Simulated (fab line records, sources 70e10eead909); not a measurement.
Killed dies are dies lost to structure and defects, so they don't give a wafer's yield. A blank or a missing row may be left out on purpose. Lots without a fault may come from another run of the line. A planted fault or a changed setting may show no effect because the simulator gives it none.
Problem report in the 8D (eight disciplines) form, filled by code | flow nand_harc | the parts of the form that need people (team, actions taken, sign-off) are left out

1. THE PROBLEM
killed_dies at NHARC_END_SORT_01 reads a mean of 119 on 3 wafers of 2 lots; wafers without a fault read 31 with a standard deviation of 10. That is +8.8 standard deviations from the usual mean.
First seen on wafer L852.2, day 23 04:05, on prober-02. The record holds 6 wafers of 2 lots with a number at this step. Rule for "out", or "out of limits": more than 4 standard deviations from the usual mean. The other wafers with a number count as sound.

2. WHAT IT IS AND WHAT IT IS NOT
question                    | is                           | is not
which readings at this step | killed_dies, killed_at_array | killed_at_periphery, killed_open, killed_short
which lots                  | L852, L854                   | -
which wafers of those lots  | L852.2, L854.2, L854.5       | L852.3, L852.5, L854.4
read on which gauges        | prober-01, prober-02         | -
when                        | from day 23 04:05            | up to then (0 sound wafers); but 3 sound wafers of L852, L854 came after

3. SUSPECTS, AND WHAT RULES EACH OUT
Counting: a tool at a process step up to the reading stays a suspect if it ran every lot that is out. Sound lots after the first of them don't rule it out here, since some wafers of a struck lot are sound.
- the gauge at NHARC_END_SORT_01: ruled out. The wafers that are out were read on 2 gauges (prober-01, prober-02).
- fcvd-01 at NHARC_A_SGD_CUT_DEP_20 (deposits SiO2, target thk 150 nm): kept. It ran every lot that is out, first L854 (day 17 17:51).
- pvd_sputter-02 at NHARC_A_BONDPAD_DEGAS_25 (time 60 s): kept. It ran every lot that is out, first L852 (day 21 23:31).
Left after counting: fcvd-01 at NHARC_A_SGD_CUT_DEP_20, pvd_sputter-02 at NHARC_A_BONDPAD_DEGAS_25.

4. THE CAUSE (what the simulator had put in)
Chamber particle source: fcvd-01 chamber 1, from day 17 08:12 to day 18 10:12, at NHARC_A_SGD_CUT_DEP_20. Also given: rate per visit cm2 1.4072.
Counting left 2 suspects, and this tool is among them.

5. THE CHAIN OF EFFECTS, in route order
Each row: a reading whose mean over the struck wafers that have a number lies more than 3 standard deviations from the usual. Only readings for which the record gives a usual standard deviation are gone through. hours: the time from each lot's start at the first step in this table that gives one to its start at this step, as a median over the lots. sigmas: the change in usual standard deviations.
hours | step              | reading         | usual | on struck wafers | change | sigmas
0     | NHARC_END_SORT_01 | killed_at_array | 27    | 116              | +89    | +9.0
0     | NHARC_END_SORT_01 | killed_dies     | 31    | 119              | +88    | +8.8

6. WHAT WOULD HAVE CAUGHT IT SOONER
In this record the first reading out of limits at a measuring or inspecting step was taken at day 23 04:05, 140 hours after the fault began at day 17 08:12.
All the lots that are out (2) had begun NHARC_A_SGD_CUT_DEP_20 on fcvd-01 by day 23 04:05. A hold on the tool at that time would have spared none of them.
